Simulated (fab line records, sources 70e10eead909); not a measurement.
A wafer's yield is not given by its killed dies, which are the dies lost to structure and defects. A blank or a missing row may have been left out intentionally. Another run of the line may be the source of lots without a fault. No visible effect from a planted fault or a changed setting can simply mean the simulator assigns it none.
What tool caused it? | flow nand-harc | at 1 step of a route of 1302, 6 lots with 18 wafers sampled

== WHAT THE GAUGES READ, wafer by wafer ==
NHARC_A_M0_INSPECT_27.
lot  | measured     | on                | raw-defect-count
L755 | day 25 17:35 | defect-inspect-02 | 441 590 523
L759 | day 27 11:53 | defect-inspect-02 | 504 628 474
L762 | day 28 19:28 | defect-inspect-01 | 554 457 481
L765 | day 30 01:25 | defect-inspect-02 | 376 466 402
L767 | day 30 09:34 | defect-inspect-01 | 737 518 716
L770 | day 31 14:59 | defect-inspect-01 | 513 613 534

== TOOL THAT RAN EACH LOT (tool first, then ch and the chambers of the sampled wafers, then the start) ==
There is no process step in the record ahead of these readings.

== THE ANSWER, worked out from the rows above alone ==
Rule: the lots themselves supply what counts as usual. Put in order of their means at a reading, lots are off if they are a third of the lots or fewer, leave a main group of 4 or more, and stand apart from it by a gap of 3 or more times the standard deviation of the main group's means; of several such gaps the widest counts. The tables above print the reading to a certain number of digits; a main group whose means all agree to those digits is not used. Also off: a lot with no number at a reading for which 4 or more lots have one. Any other lot the step has rows for is counted as sound.
Across all readings shown, no lot is off: no conclusion can be drawn from this.

== WHAT WAS PUT IN BY THE SIMULATOR ==
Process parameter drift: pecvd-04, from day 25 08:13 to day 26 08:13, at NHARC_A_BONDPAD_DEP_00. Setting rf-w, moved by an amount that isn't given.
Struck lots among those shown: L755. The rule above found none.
